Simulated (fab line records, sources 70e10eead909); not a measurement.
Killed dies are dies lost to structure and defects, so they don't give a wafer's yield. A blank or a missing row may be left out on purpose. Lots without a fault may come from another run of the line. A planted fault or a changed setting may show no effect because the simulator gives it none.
Problem report in the 8D (eight disciplines) form, filled by code | flow nand_harc | the parts of the form that need people (team, actions taken, sign-off) are left out

1. THE PROBLEM
run_length_s at NHARC_A_WL_FILL_ETCHBACK_26 reads a mean of 31.8 s on 2 wafers of 2 lots; wafers without a fault read 34.6 s with a standard deviation of 0.41. That is -7.0 standard deviations from the usual mean.
The step: etches the open film in HBr, target depth 52 nm, time 13.3 s.
First seen on wafer L565.5, day 25 22:34, on rie_si-05. The record holds 36 wafers of 12 lots with a number at this step. Rule for "out", or "out of limits": more than 4 standard deviations from the usual mean. The other wafers with a number count as sound.

2. WHAT IT IS AND WHAT IT IS NOT
question                    | is                | is not
which readings at this step | run_length_s      | drypump_motor_current_A, oes_product_au, throttle_valve_pct
which lots                  | L565, L567        | L557, L559, L561, L564, L572, L574, L575, L577, L578, L579
which wafers of those lots  | L565.5, L567.5    | L565.1, L565.2, L567.1, L567.2
read on which tools         | rie_si-05         | rie_si-03, rie_si-06
when                        | from day 25 22:34 | up to then (14 sound wafers); but 20 sound wafers of L567, L572, L574, L575, L577, L578, L579 came after

3. SUSPECTS, AND WHAT RULES EACH OUT
Counting: a tool at a process step up to the reading stays a suspect if it ran every lot that is out. Sound lots after the first of them don't rule it out here, since some wafers of a struck lot are sound.
- rie_si-05 at NHARC_A_WL_FILL_ETCHBACK_26 (etches the open film in HBr, target depth 52 nm, time 13.3 s): kept. It ran every lot that is out, first L565 (day 25 22:34); its last sound lot up to then is L561 (day 22 21:11). Its own readings are out on those wafers: run_length_s.
Left after counting: rie_si-05 at NHARC_A_WL_FILL_ETCHBACK_26.

4. THE CAUSE (what the simulator had put in)
Process parameter drift: rie_si-05, from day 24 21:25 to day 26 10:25, at NHARC_A_WL_FILL_ETCHBACK_26. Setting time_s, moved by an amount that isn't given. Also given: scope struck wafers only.
Counting left only this tool.

5. THE CHAIN OF EFFECTS, in route order
Each row: a reading whose mean over the struck wafers that have a number lies more than 3 standard deviations from the usual. Only readings for which the record gives a usual standard deviation are gone through. hours: the time from each lot's start at the first step in this table that gives one to its start at this step, as a median over the lots. sigmas: the change in usual standard deviations.
hours | step                        | reading      | usual  | on struck wafers | change | sigmas
0     | NHARC_A_WL_FILL_ETCHBACK_26 | run_length_s | 34.6 s | 31.8             | -2.9   | -7.0
The process steps in it:
- NHARC_A_WL_FILL_ETCHBACK_26: etches the open film in HBr, target depth 52 nm, time 13.3 s.

6. WHAT WOULD HAVE CAUGHT IT SOONER
In this record the first reading out of limits was taken at day 25 22:34, 25 hours after the fault began at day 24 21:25.
